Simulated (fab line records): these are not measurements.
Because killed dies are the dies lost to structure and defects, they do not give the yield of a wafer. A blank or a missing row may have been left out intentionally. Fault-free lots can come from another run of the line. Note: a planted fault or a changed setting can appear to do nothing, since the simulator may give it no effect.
fab line records -- flow n5_finfet -- part 2 of 2: steps 15 to 24 of 24
record: lots: 5, wafers: 15, last_day: 16
route steps=1938 shown BEOL_M0_SAQP@663
lots that met no fault: taken from a fault-free run of the same line
start_h: hours from the record's opening day to when the first of the lot's shown wafers began -- wait_h: how many hours have passed since the lot's step before this one -- " unchanged from the row above -- L1.1+2: a single row standing in for several wafers -- - no value present, or no start provided -- * or withheld: withheld -- < > ~ a bound
route shown NAME@n: names a module that has steps shown in the file, with the first one's number in the route -- usual: the fault-free wafers' mean and standard deviation -- same: alike in all rows -- chamber/n: place in a boat -- sites: each site's reading -- _std_site: the values' standard deviation -- _edge_site: the outer-site mean with the inner-site mean subtracted -- radius_mm: for every site, how far away it sits from the centre of the wafer -- mask NAME#n: copy n -- behind: tool/chamber where the wafer was last shaped -- hold: reason for holding the lot/hours on hold/outcome of the hold -- device: which transistor (n, p or np) failed to switch -- end of line: tests of these same wafers at the route's end -- a step with no rows: only its recipe -- killed: the dies lost at the first sort to structure and to defects; this is not the yield of the wafer -- map: a wafer's dies, marking killed ones x, the rest . and places with no die _
set.NAME: the setting that was run; set.NAME@STEP: the one run at that earlier step -- model.NAME: the simulator's own value behind a step, which no gauge read
lots at some steps of the route; a table a step, a row a wafer
services: the hour from which a tool's chamber was out of use, counted from the record's first day as start_h (under 0 if before that day), plus the number of hours and why
== steps ==
step: N5_BEOL_M0_SAQP_SPACER2_ETCHBACK_27
recipe: chemistry: CHF3/O2, mode: anisotropic_etchback, target: SiO2, target_depth_a: 225, time_s: 11.25, pressure_mtorr: 30, source_w: 650, bias_w: 170, Ar_flow_sccm: 200, CHF3_flow_sccm: 50, O2_flow_sccm: 5, ion_energy_ev: 200
usual: drypump_motor_current_A: 5.6/0.41, oes_product_au: 0.78/0.081, rf_fwd_power_W: 645.5/2.4, rf_vpp_V: 525/22, showerhead_plenum_p_Torr: 2.39/0.062, throttle_valve_pct: 18.94/0.21
lot.wafer,tool,chamber,start_h,wait_h,drypump_motor_current_A,oes_product_au,rf_fwd_power_W,rf_hours_counter_h,rf_vpp_V,showerhead_plenum_p_Torr,throttle_valve_pct
L079.2,rie_diel-06,0,141.23,0.4,5.2,0.83,644.2,59,520,2.33,18.63
L079.3,rie_diel-06,2,141.23,0.4,6.0,0.70,648.0,207,515,2.37,19.01
L079.5,rie_diel-06,2,141.23,0.4,6.1,0.70,648.0,-,514,2.37,19.01
L080.1,rie_diel-06,1,147.19,0.3,5.7,0.76,641.9,162,562,2.38,18.99
L080.2,rie_diel-06,0,147.19,0.3,5.2,0.83,647.7,60,521,2.33,18.64
L080.3,rie_diel-06,2,147.19,0.3,6.0,0.70,648.3,210,515,2.37,19.01
L082.1,rie_diel-06,3,162.88,0.3,6.2,0.90,645.1,29,533,2.47,18.81
L082.3,rie_diel-06,1,162.88,0.3,5.7,0.76,644.8,167,564,2.38,18.98
L082.6,rie_diel-06,0,162.88,0.3,5.2,0.82,648.2,-,521,2.33,18.64
L088.2,rie_diel-06,0,205.48,0.3,5.2,0.81,647.9,79,521,2.33,18.66
L088.3,rie_diel-06,2,205.48,0.3,6.0,0.69,647.3,228,514,2.37,19.04
L088.6,rie_diel-06,3,205.48,0.3,6.2,0.88,646.3,-,532,2.47,18.83
L092.4,rie_diel-06,1,219.45,0.3,5.7,0.74,643.4,185,562,2.37,19.01
L092.5,rie_diel-06,1,219.45,0.3,5.7,0.74,645.7,-,563,2.37,19.02
L092.6,rie_diel-06,0,219.45,0.3,5.2,0.80,644.6,-,521,2.32,18.66
step: N5_BEOL_M0_SAQP_MANDREL2_REMOVE_110
recipe: chemistry: HBr/Cl2/O2, bt_time_s: 10, target: a-Si, stop_on: SiCN, endpoint: OES-SiCl, over_etch_frac: 1, icp_w: 600, bias_w: 30, HBr_flow_sccm: 150, Cl2_flow_sccm: 80, O2_flow_sccm: 5, pressure_mtorr: 10
usual: drypump_motor_current_A: 5.8/0.49, oes_product_au: 0.995/0.014, rf_fwd_power_W: 597.1/2, throttle_valve_pct: 36.9/0.59
lot.wafer,tool,chamber,start_h,wait_h,drypump_motor_current_A,oes_product_au,rf_fwd_power_W,rf_hours_counter_h,throttle_valve_pct
L079.2,rie_si-03,3,141.32,0.1,5.0,0.992,597.3,4,36.0
L079.3,rie_si-03,0,141.32,0.1,6.4,1.011,596.1,43,36.8
L079.5,rie_si-03,2,141.32,0.1,6.1,0.991,597.2,-,37.8
L080.1,rie_si-04,3,147.27,0.1,5.5,0.972,595.5,92,36.2
L080.2,rie_si-04,1,147.27,0.1,6.1,0.985,597.0,72,37.1
L080.3,rie_si-04,2,147.27,0.1,5.4,0.975,596.8,39,37.8
L082.1,rie_si-04,3,162.97,0.1,5.5,0.999,596.9,93,36.2
L082.3,rie_si-04,2,162.97,0.1,5.4,0.997,596.0,39,37.9
L082.6,rie_si-04,3,162.97,0.1,5.5,0.999,596.6,-,36.2
L088.2,rie_si-02,1,205.57,0.1,5.3,1.032,596.2,37,37.1
L088.3,rie_si-02,0,205.57,0.1,5.5,1.009,598.7,32,36.7
L088.6,rie_si-02,3,205.57,0.1,6.6,0.984,596.1,-,37.3
L092.4,rie_si-04,3,219.53,0.1,5.5,0.995,596.3,94,36.2
L092.5,rie_si-04,2,219.53,0.1,5.4,0.980,598.7,-,37.9
L092.6,rie_si-04,3,219.53,0.1,5.5,0.982,593.6,-,36.2
step: N5_BEOL_M0_SAQP_CD_MEAS_29
recipe: target_cd_nm: 14.4, landing_energy_ev: 1000, detector: se_inlens
usual: cd_nm: 15.00/0.22
lot.wafer,tool,chamber,start_h,wait_h,cd_nm
L079.2,cd_sem-01,0,141.43,0.1,15.33
L079.3,cd_sem-01,0,141.43,0.1,15.28
L079.5,cd_sem-01,0,141.43,0.1,14.86
L080.1,cd_sem-01,0,147.38,0.1,15.41
L080.2,cd_sem-01,0,147.38,0.1,15.08
L080.3,cd_sem-01,0,147.38,0.1,14.89
L082.1,cd_sem-01,0,163.08,0.1,15.31
L082.3,cd_sem-01,0,163.08,0.1,14.65
L082.6,cd_sem-01,0,163.08,0.1,14.90
L088.2,cd_sem-03,0,205.68,0.1,15.20
L088.3,cd_sem-03,0,205.68,0.1,15.22
L088.6,cd_sem-03,0,205.68,0.1,15.21
L092.4,cd_sem-03,0,219.65,0.1,14.99
L092.5,cd_sem-03,0,219.65,0.1,14.96
L092.6,cd_sem-03,0,219.65,0.1,15.40
step: N5_BEOL_M0_SAQP_COAT_69
recipe: resist: SOC, temp_c: 250, time_s: 60, spin_rpm: 1500, resist_thk_nm: 90
usual: exhaust_pa: 44.9/0.94
lot.wafer,tool,chamber,start_h,wait_h,exhaust_pa
L079.2,litho_track-01,0,141.47,0.0,44.5
L079.3,litho_track-01,0,141.47,0.0,44.6
L079.5,litho_track-01,0,141.47,0.0,45.7
L080.1,litho_track-01,0,147.42,0.0,45.7
L080.2,litho_track-01,0,147.42,0.0,45.8
L080.3,litho_track-01,0,147.42,0.0,44.9
L082.1,litho_track-05,0,163.12,0.0,45.9
L082.3,litho_track-05,0,163.12,0.0,43.7
L082.6,litho_track-05,0,163.12,0.0,43.3
L088.2,litho_track-01,0,205.72,0.0,44.9
L088.3,litho_track-01,0,205.72,0.0,44.8
L088.6,litho_track-01,0,205.72,0.0,44.9
L092.4,litho_track-04,0,219.68,0.0,45.5
L092.5,litho_track-04,0,219.68,0.0,44.7
L092.6,litho_track-04,0,219.68,0.0,44.5
step: N5_BEOL_M0_SAQP_COAT_72
recipe: resist: SiARC, temp_c: 220, time_s: 60, spin_rpm: 1500, resist_thk_nm: 15
usual: exhaust_pa: 44.9/0.79
lot.wafer,tool,chamber,start_h,wait_h,exhaust_pa
L079.2,litho_track-01,0,-,-,45.1
L079.3,litho_track-01,0,-,-,44.6
L079.5,litho_track-01,0,-,-,44.1
L080.1,litho_track-01,0,-,-,44.3
L080.2,litho_track-01,0,-,-,43.2
L080.3,litho_track-01,0,-,-,44.6
L082.1,litho_track-05,0,-,-,43.9
L082.3,litho_track-05,0,-,-,44.1
L082.6,litho_track-05,0,-,-,43.9
L088.2,litho_track-01,0,-,-,44.2
L088.3,litho_track-01,0,-,-,44.5
L088.6,litho_track-01,0,-,-,44.1
L092.4,litho_track-04,0,-,-,44.3
L092.5,litho_track-04,0,-,-,44.8
L092.6,litho_track-04,0,-,-,44.4
step: N5_BEOL_M0_SAQP_COAT_87
recipe: resist: underlayer, temp_c: 205, time_s: 60, spin_rpm: 1500, resist_thk_nm: 5
usual: exhaust_pa: 45.1/0.82
lot.wafer,tool,chamber,start_h,wait_h,exhaust_pa
L079.2,litho_track-01,0,-,-,46.4
L079.3,litho_track-01,0,-,-,46.2
L079.5,litho_track-01,0,-,-,44.4
L080.1,litho_track-01,0,-,-,45.0
L080.2,litho_track-01,0,-,-,45.6
L080.3,litho_track-01,0,-,-,45.9
L082.1,litho_track-05,0,-,-,44.4
L082.3,litho_track-05,0,-,-,44.3
L082.6,litho_track-05,0,-,-,44.9
L088.2,litho_track-01,0,-,-,46.2
L088.3,litho_track-01,0,-,-,45.8
L088.6,litho_track-01,0,-,-,45.3
L092.4,litho_track-04,0,-,-,47.2
L092.5,litho_track-04,0,-,-,44.8
L092.6,litho_track-04,0,-,-,46.6
step: N5_BEOL_M0_SAQP_COAT_34
recipe: resist: CAR-EUV, spin_rpm: 1500, resist_thk_nm: 30
usual: exhaust_pa: 44.9/0.9
lot.wafer,tool,chamber,start_h,wait_h,exhaust_pa
L079.2,litho_track-01,0,-,-,47.5
L079.3,litho_track-01,0,-,-,45.5
L079.5,litho_track-01,0,-,-,46.0
L080.1,litho_track-01,0,-,-,45.4
L080.2,litho_track-01,0,-,-,45.1
L080.3,litho_track-01,0,-,-,44.9
L082.1,litho_track-05,0,-,-,45.9
L082.3,litho_track-05,0,-,-,45.2
L082.6,litho_track-05,0,-,-,45.5
L088.2,litho_track-01,0,-,-,45.7
L088.3,litho_track-01,0,-,-,45.5
L088.6,litho_track-01,0,-,-,44.5
L092.4,litho_track-04,0,-,-,44.5
L092.5,litho_track-04,0,-,-,45.3
L092.6,litho_track-04,0,-,-,44.6
step: N5_BEOL_M0_SAQP_EBR_36
recipe: solvent: PGMEA, ebr_width_mm: 1.5
usual: exhaust_pa: 45.1/0.89
lot.wafer,tool,chamber,start_h,wait_h,exhaust_pa
L079.2,litho_track-01,0,-,-,45.0
L079.3,litho_track-01,0,-,-,45.6
L079.5,litho_track-01,0,-,-,43.7
L080.1,litho_track-01,0,-,-,43.5
L080.2,litho_track-01,0,-,-,43.9
L080.3,litho_track-01,0,-,-,44.5
L082.1,litho_track-05,0,-,-,45.0
L082.3,litho_track-05,0,-,-,45.6
L082.6,litho_track-05,0,-,-,46.2
L088.2,litho_track-01,0,-,-,45.1
L088.3,litho_track-01,0,-,-,44.0
L088.6,litho_track-01,0,-,-,45.4
L092.4,litho_track-04,0,-,-,44.6
L092.5,litho_track-04,0,-,-,44.5
L092.6,litho_track-04,0,-,-,43.8
step: N5_BEOL_M0_SAQP_SOFTBAKE_35
recipe: temp_c: 110, time_s: 60, resist: CAR-EUV
usual: exhaust_pa: 44.8/0.99
lot.wafer,tool,chamber,start_h,wait_h,exhaust_pa
L079.2,litho_track-01,0,-,-,43.9
L079.3,litho_track-01,0,-,-,44.4
L079.5,litho_track-01,0,-,-,44.1
L080.1,litho_track-01,0,-,-,45.4
L080.2,litho_track-01,0,-,-,44.0
L080.3,litho_track-01,0,-,-,44.5
L082.1,litho_track-05,0,-,-,46.6
L082.3,litho_track-05,0,-,-,44.9
L082.6,litho_track-05,0,-,-,45.7
L088.2,litho_track-01,0,-,-,45.4
L088.3,litho_track-01,0,-,-,43.7
L088.6,litho_track-01,0,-,-,45.2
L092.4,litho_track-04,0,-,-,44.3
L092.5,litho_track-04,0,-,-,43.5
L092.6,litho_track-04,0,-,-,44.9
step: N5_BEOL_M0_SAQP_EXPOSE_37
recipe: mask_id: M0_CUT1, na: 0.33, source_shape: annular, sigma_inner: 0.35, sigma_outer: 0.8, polarization: unpolarized, target_cd_nm: 30, dose_mj: 44.75
usual: reticle_temp_C: 23.01/0.12
lot.wafer,tool,chamber,start_h,wait_h,mask,reticle_temp_C
L079.2,euv_scanner-02,0,141.61,-,M0_CUT1#0,23.12
L079.3,euv_scanner-02,0,141.61,-,M0_CUT1#0,23.16
L079.5,euv_scanner-02,0,141.61,-,M0_CUT1#0,23.28
L080.1,euv_scanner-01,0,147.69,-,M0_CUT1#0,22.99
L080.2,euv_scanner-01,0,147.69,-,M0_CUT1#0,22.96
L080.3,euv_scanner-01,0,147.69,-,M0_CUT1#0,22.94
L082.1,euv_scanner-02,0,163.25,-,M0_CUT1#0,22.98
L082.3,euv_scanner-02,0,163.25,-,M0_CUT1#0,22.94
L082.6,euv_scanner-02,0,163.25,-,M0_CUT1#0,23.00
L088.2,euv_scanner-01,0,205.86,-,M0_CUT1#0,23.00
L088.3,euv_scanner-01,0,205.86,-,M0_CUT1#0,23.08
L088.6,euv_scanner-01,0,205.86,-,M0_CUT1#0,22.96
L092.4,euv_scanner-02,0,219.96,-,M0_CUT1#0,22.82
L092.5,euv_scanner-02,0,219.96,-,M0_CUT1#0,22.65
L092.6,euv_scanner-02,0,219.96,-,M0_CUT1#0,22.85
== services ==
tool,chamber,start_h,hours,kind
rie_si-02,0,119.99,15.0,repair
ald_sin-01,2,127.67,1.4,repair
euv_scanner-01,-,133.28,0.1,repair
rie_diel-06,3,133.56,10.2,repair
euv_scanner-01,-,133.94,5.0,repair
euv_scanner-02,-,145.88,1.0,pm
rie_diel-03,1,146.18,2.5,repair
euv_scanner-01,-,148.48,1.0,pm
euv_scanner-01,-,150.83,5.8,pm
rie_si-04,-,153.37,1.1,repair
rie_si-04,-,154.56,2.8,pm
rie_diel-03,-,159.37,0.7,repair
rie_diel-03,2,161.15,-,clean
rie_diel-03,2,161.15,-,consumable_replace:focus_ring
rie_diel-03,2,161.15,13.2,scheduled_down
rie_diel-03,2,161.15,13.2,vent_cycle
ald_sin-04,0,172.66,11.4,repair
ald_sin-01,-,176.75,14.0,pm
ald_sin-01,0,176.75,14.0,vent_cycle
rie_diel-04,-,188.17,14.6,pm
euv_scanner-02,-,202.03,1.0,pm
euv_scanner-01,-,204.68,1.0,pm
rie_si-03,1,212.33,6.2,repair
vapor_etch-02,-,217.62,0.2,repair
